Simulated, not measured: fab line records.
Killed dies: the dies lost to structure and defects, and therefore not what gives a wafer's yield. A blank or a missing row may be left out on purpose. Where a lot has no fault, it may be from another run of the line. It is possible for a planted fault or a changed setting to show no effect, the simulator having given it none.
Comparing a struck lot with a sound one + flow n5Finfet + 15 out of 1938 route steps
Sound: these wafers, L852.2, L852.3, L852.6. Struck: wafers L858.3, L858.6. (L858.5 of the same lot was not struck and is left out.) The cause comes at the end.
At each step with rows: each side's tool, then ch and its chambers, then its first start. Under that, the readings that differ: sound wafers + struck wafers + difference of the means + sigmas: that difference in standard deviations of wafers without a fault.
alike: words and numbers the same on both sides, and readings whose means are apart by under 2 such deviations; not compared: readings that were withheld, readings missing a value for some wafer, numbers with overlapping values and no deviation given by the record, and bounds like >300 which may hide the same value.
Wherever a step has rows on one side only, a row that says differs or no value, or a row with sigmas, the two part there. Numbers that don't overlap but have no deviation are shown without sigmas and don't part them. A reading missing from all wafers of one side parts the sides only when that side holds two or more wafers.

first, 6 steps without rows for these wafers: N5_MOL_CONTACT_COAG_COAT_78 (resist thk 40 nm); N5_MOL_CONTACT_COAG_EBR_80; N5_MOL_CONTACT_COAG_SOFTBAKE_79 (time 60 s); N5_MOL_CONTACT_COAG_EXPOSE_81 (exposes mask VG, defocus 0 nm); N5_MOL_CONTACT_COAG_PEB_82 (peb time 60 s); N5_MOL_CONTACT_COAG_DEVELOP_83 (develop time 30 s).
N5_MOL_CONTACT_COAG_CD_MEAS_84: the cd target is 25.1 nm.
  sound on cdSem-01 ch 0, day 6 16:32; struck on cdSem-02 ch 0, day 8 02:27
  alike: cdNm
N5_MOL_CONTACT_COAG_OVL_MEAS_85:
  sound on overlay-01 ch 0, day 6 16:35; struck on overlay-02 ch 0, day 8 02:29
  alike: VG_OVL
N5_MOL_CONTACT_COAG_INSPECT_57: inspects for defects (brightfield).
  struck on defectInspect-01, day 8 02:32; sound on defectInspect-01, day 6 16:38
| reading        | sound       | struck  | difference | sigmas |
|----------------|-------------|---------|------------|--------|
| rawDefectCount | 166 127 161 | 302 232 | +116       | +2     |
N5_MOL_CONTACT_COAG_DESCUM_88: chemistry O2, time 7 s.
  sound on rieDiel-03 ch 2,3, day 6 16:40; struck on rieDiel-06 ch 0,1, day 8 02:54
  alike: drypumpMotorCurrentA, oesProductAu, rfVppV, showerheadPlenumPTorr, throttleValvePct
  not compared: rfHoursCounterH
N5_MOL_CONTACT_COAG_ETCH_89: etches underlayer in N2/H2, target depth 13 nm, time 10.4 s.
  sound on rieDiel-03 ch 2,3, day 6 16:42; struck on rieDiel-06 ch 0,1, day 8 02:56
  alike: drypumpMotorCurrentA, etchRfOnTimeS, oesProductAu, rfVppV, showerheadPlenumPTorr, throttleValvePct
  not compared: rfHoursCounterH
N5_MOL_CONTACT_COAG_ETCH_90: etches SiARC in CF4, target depth 13 nm, time 21.7 s.
  sound on rieDiel-03 ch 2,3, day 6 16:43; struck on rieDiel-06 ch 0,1, day 8 02:57
  alike: drypumpMotorCurrentA, etchRfOnTimeS, oesProductAu, rfVppV, showerheadPlenumPTorr, throttleValvePct
  not compared: rfHoursCounterH
N5_MOL_CONTACT_COAG_ALD_131: deposits SiO2, target thk 5 nm, pulse time 1 s, co reactant pulse time 1 s.
  sound on aldSin-04 ch 0,1,3, day 6 16:49; struck on aldSin-01 ch 1,3, day 8 03:05
| reading   | sound    | struck | difference | sigmas |
|-----------|----------|--------|------------|--------|
| aldCycles | 35 35 35 | 33 33  | -2         |        |
  alike: heaterPowerOuterW, heaterPowerW, precursorPulseHeightRel
N5_MOL_CONTACT_COAG_ETCHBACK_132: etches SiO2 in CHF3, target depth 10 nm, time 6.7 s.
  sound on rieDiel-03 ch 0,2,3, day 6 16:59; struck on rieDiel-06 ch 3, day 8 03:16
  alike: drypumpMotorCurrentA, oes_f_703_au, oesProductAu, rfVppV, showerheadPlenumPTorr, throttleValvePct
  not compared: rfHoursCounterH
-- the record jumps here: 3 days lie between the struck wafers' starts before and after (it left off in module MOL_CONTACT_COAG and takes up again in module BEOL_M4, whose first step shown is number 1111 of the route) --
N5_BEOL_M4_RC_MEAS_101:
  sound on prober-02 ch 0, day 9 11:54; struck on prober-01 ch 0, day 11 02:27
  alike: DIBL_N, DIBL_P, IOFF_N, IOFF_P, ION_N, ION_P, SS_N, SS_P, VT_N, VT_P

## WHERE THEY PART
At N5_MOL_CONTACT_COAG_INSPECT_57 and nowhere else, as far as this record goes. Later steps at which nothing parts them and some readings are alike: N5_MOL_CONTACT_COAG_DESCUM_88, N5_MOL_CONTACT_COAG_ETCH_89, N5_MOL_CONTACT_COAG_ETCH_90, N5_MOL_CONTACT_COAG_ALD_131, N5_MOL_CONTACT_COAG_ETCHBACK_132, N5_BEOL_M4_RC_MEAS_101.

WHY: whatever the simulator had introduced
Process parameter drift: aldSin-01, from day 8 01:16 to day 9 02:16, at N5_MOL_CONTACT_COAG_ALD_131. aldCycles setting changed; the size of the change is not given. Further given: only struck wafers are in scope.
